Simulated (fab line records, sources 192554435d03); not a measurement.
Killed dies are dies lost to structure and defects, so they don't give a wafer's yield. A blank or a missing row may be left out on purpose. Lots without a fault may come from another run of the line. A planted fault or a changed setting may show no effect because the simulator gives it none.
Chamber matching | flow n5_finfet | N5_BEOL_M10_DESCUM_16 on rie_diel-01: 4 sister chambers
The step chemistry O2, time 7.9 s. 16 wafers are shown with their chamber, then 8 later ones without.

WAFERS WITH THEIR CHAMBER
wafer  | chamber | drypump_motor_current_A (A) | throttle_valve_pct (%) | showerhead_plenum_p_Torr (Torr)
L078.1 | 3       | 5.4                         | 20.20                  | 2.02
L078.3 | 1       | 5.0                         | 21.11                  | 2.02
L078.5 | 1       | 5.0                         | 21.09                  | 2.02
L077.2 | 3       | 5.4                         | 20.22                  | 2.02
L077.3 | 0       | 4.7                         | 20.22                  | 2.05
L077.4 | 1       | 5.0                         | 21.10                  | 2.02
L080.2 | 0       | 4.7                         | 20.23                  | 2.05
L080.4 | 3       | 5.3                         | 20.22                  | 2.02
L080.5 | 0       | 4.7                         | 20.23                  | 2.05
L084.1 | 1       | 5.0                         | 21.13                  | 2.01
L084.2 | 0       | 4.7                         | 20.24                  | 2.04
L084.3 | 2       | 6.2                         | 20.26                  | 2.12
L086.3 | 3       | 5.4                         | 20.23                  | 2.02
L086.4 | 1       | 5.0                         | 21.15                  | 2.01
L086.6 | 0       | 4.7                         | 20.27                  | 2.04
L088.3 | 3       | 5.4                         | 20.24                  | 2.02

SIGNATURES (means of the wafers above)
reading                  | chamber 0 | chamber 1 | chamber 2 | chamber 3 | scatter within a chamber
drypump_motor_current_A  | 4.700     | 5.000     | 6.200     | 5.380     | 0.0258
throttle_valve_pct       | 20.2380   | 21.1160   | 20.2600   | 20.2220   | 0.0197
showerhead_plenum_p_Torr | 2.0460    | 2.0160    | 2.1200    | 2.0200    | 0.00447
Rule: a wafer's distance from a chamber is the root of the sum, over the readings, of the square of ((its reading less the chamber's mean) divided by the reading's scatter). The wafer belongs to the nearest chamber; if the next one is less than 2 further off, it can't be placed. The scatter: the root of (the sum of the squares of (reading less its chamber's mean) over the shown wafers, divided by (wafers less chambers)).

WAFERS WITHOUT THEIR CHAMBER
wafer  | drypump_motor_current_A (A) | throttle_valve_pct (%) | showerhead_plenum_p_Torr (Torr)
L088.4 | 5.0                         | 21.15                  | 2.01
L088.6 | 5.0                         | 21.13                  | 2.01
L091.1 | 5.0                         | 21.14                  | 2.00
L091.4 | 6.2                         | 20.30                  | 2.11
L091.5 | 6.2                         | 20.30                  | 2.11
L097.2 | 5.0                         | 21.17                  | 2.00
L097.4 | 4.7                         | 19.94                  | 2.03
L097.5 | 5.4                         | 20.28                  | 2.01

WHICH CHAMBER EACH WENT THROUGH
wafer  | from the rows above | in truth
L088.4 | 1                   | 1
L088.6 | 1                   | 1
L091.1 | 1                   | 1
L091.4 | 2                   | 2
L091.5 | 2                   | 2
L097.2 | 1                   | 1
L097.4 | 0                   | 0
L097.5 | 3                   | 3
Placed correctly: 8 of 8. Can't be placed from these rows: 0. Placed wrongly: 0.
